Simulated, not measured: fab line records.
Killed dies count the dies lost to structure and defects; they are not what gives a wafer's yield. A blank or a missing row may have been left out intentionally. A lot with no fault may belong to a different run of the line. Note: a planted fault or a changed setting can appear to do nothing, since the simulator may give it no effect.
Chamber matching	flow nand-harc	4 sister chambers for NHARC_A_STAIRCASE_CMP_152 on cmp-04
The step polishes. 18 wafers are shown with their chamber, then 9 later ones without.

WAFERS PAIRED WITH THEIR CHAMBERS
wafer	chamber	motor-current-A (A)	slurry-filter-dp-kPa (kPa)
L076.4	1	13.0	13.47
L076.5	1	13.1	13.46
L076.6	2	10.2	13.54
L078.1	2	10.6	13.42
L078.3	3	11.7	13.28
L078.6	3	11.3	13.70
L085.1	1	13.5	13.57
L085.4	3	11.5	13.61
L085.6	3	11.4	13.50
L087.1	1	13.3	13.39
L087.4	2	11.0	13.46
L087.5	3	11.9	13.47
L088.1	0	13.4	13.56
L088.4	1	13.0	13.47
L088.6	0	13.7	13.58
L092.2	1	12.8	13.24
L092.3	2	10.6	13.43
L092.5	1	13.2	13.51

SIGNATURES (averages over the wafers above)
reading	chamber 0	chamber 1	chamber 2	chamber 3	scatter within a chamber
motor-current-A	13.550	13.129	10.600	11.560	0.255
slurry-filter-dp-kPa	13.5700	13.4443	13.4625	13.5120	0.112
Rule: a wafer's distance from a chamber is the root of the sum, over the readings, of the square of ((its reading less the chamber's mean) divided by the reading's scatter). If the next closest chamber is less than 2 further off than the closest, the wafer can't be placed; otherwise it belongs to the closest. The scatter is the square root of a quotient: the sum, over the shown wafers, of each reading's squared deviation from its chamber's mean, divided by wafers minus chambers.

WAFERS MISSING THEIR CHAMBER
wafer	motor-current-A (A)	slurry-filter-dp-kPa (kPa)
L093.1	13.1	13.24
L093.4	13.9	13.45
L093.6	12.6	13.55
L095.1	12.5	13.44
L095.3	13.1	13.42
L095.6	13.2	13.35
L094.2	10.6	13.55
L094.3	12.0	13.46
L094.5	13.3	13.49

EACH ONE'S CHAMBER
wafer	from the rows above	in truth
L093.1	can't be placed: 1 or 0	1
L093.4	can't be placed: 0 or 1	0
L093.6	can't be placed: 1 or 0 or 3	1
L095.1	can't be placed: 1 or 3 or 0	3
L095.3	can't be placed: 1 or 0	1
L095.6	can't be placed: 1 or 0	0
L094.2	2	2
L094.3	3	3
L094.5	can't be placed: 1 or 0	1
Placed correctly: 2 of 9. Can't be placed from these rows: 7 (the true chamber is among the candidates in 7). Placed wrongly: 0.
